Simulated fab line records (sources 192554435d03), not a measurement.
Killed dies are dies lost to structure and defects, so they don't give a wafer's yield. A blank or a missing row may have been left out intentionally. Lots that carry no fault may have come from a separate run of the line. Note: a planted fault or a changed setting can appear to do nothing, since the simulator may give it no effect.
Chamber matching | flow n5 finfet | 4 sister chambers for N5_BEOL_M8_ETCH_65 on rie diel-05
The step etches SiARC in CF4, target depth 15.6 nm, time 26 s. 4 wafers are shown with their chamber, then 7 later ones without.

WAFERS PAIRED WITH THEIR CHAMBERS
wafer  | chamber | drypump motor current A (A)
L078.6 | 1       | 5.0
L088.4 | 3       | 6.1
L094.1 | 2       | 6.0
L094.2 | 0       | 5.9

WAFERS MISSING THEIR CHAMBER
wafer  | drypump motor current A (A)
L094.6 | 6.2
L095.3 | 5.8
L095.5 | 5.9
L095.6 | 6.1
L096.1 | 6.1
L096.4 | 5.9
L096.6 | 5.9

CHAMBER TAKEN BY EACH
wafer  | from the rows above     | in truth
L094.6 | can't be placed: 3 or 2 | 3
L095.3 | can't be placed: 0 or 2 | 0
L095.5 | can't be placed: 0 or 2 | 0
L095.6 | can't be placed: 3 or 2 | 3
L096.1 | can't be placed: 3 or 2 | 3
L096.4 | can't be placed: 0 or 2 | 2
L096.6 | can't be placed: 0 or 2 | 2
Correct placement for 0 of the 7. Unplaceable from these rows: 7, with the true chamber sitting among the candidates in 7. Number placed wrongly: 0.
How it was worked out, from the rows above alone: a wafer's distance from a chamber is the root of the sum, over the readings, of the square of ((its reading less the chamber's mean) divided by the reading's scatter). The wafer belongs to the nearest chamber; if the next one is less than 2 further off, it can't be placed. The mean given for a chamber averages the wafers shown for that chamber. The scatter: with one shown wafer a chamber, the root of the mean of the squares of how far each hidden wafer lies from its nearest shown one.
